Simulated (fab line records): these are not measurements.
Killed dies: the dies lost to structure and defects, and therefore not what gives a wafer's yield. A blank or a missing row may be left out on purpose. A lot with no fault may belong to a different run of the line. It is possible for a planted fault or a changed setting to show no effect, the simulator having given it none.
Matching of chambers -- flow nand_harc -- pecvd-02 running NHARC_A_CHANNEL_HOLE_D1_DEP_01: 3 sister chambers
The step deposits SiON, target thk 140 nm. 3 wafers are shown with their chamber, then 9 later ones without.

WAFERS WITH THEIR CHAMBER
wafer,chamber,heater_power_w (W)
L810.3,0,743
L811.2,1,758
L811.4,2,685

WAFERS WITHOUT THEIR CHAMBER
wafer,heater_power_w (W)
L812.1,624
L812.2,689
L812.3,764
L814.1,722
L814.2,719
L814.5,818
L815.3,741
L815.4,758
L815.5,611

THE CHAMBER EACH PASSED THROUGH
wafer,from the rows above,in truth
L812.1,can't be placed: 2 or 0 or 1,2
L812.2,can't be placed: 2 or 0 or 1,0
L812.3,can't be placed: 1 or 0 or 2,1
L814.1,can't be placed: 0 or 1 or 2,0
L814.2,can't be placed: 0 or 2 or 1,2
L814.5,can't be placed: 1 or 0 or 2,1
L815.3,can't be placed: 0 or 1 or 2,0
L815.4,can't be placed: 1 or 0 or 2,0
L815.5,can't be placed: 2 or 0 or 1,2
Correctly placed: 0 of 9. Cannot be placed on the basis of these rows: 9; the candidates contain the true chamber in 9. 0 placed wrongly.
How it was worked out, from the rows above alone: a wafer's distance from a chamber is the root of the sum, over the readings, of the square of ((its reading less the chamber's mean) divided by the reading's scatter). If the next closest chamber is less than 2 further off than the closest, the wafer can't be placed; otherwise it belongs to the closest. A chamber's mean is the mean of its shown wafers. The scatter: with one shown wafer a chamber, the root of the mean of the squares of how far each hidden wafer lies from its nearest shown one.
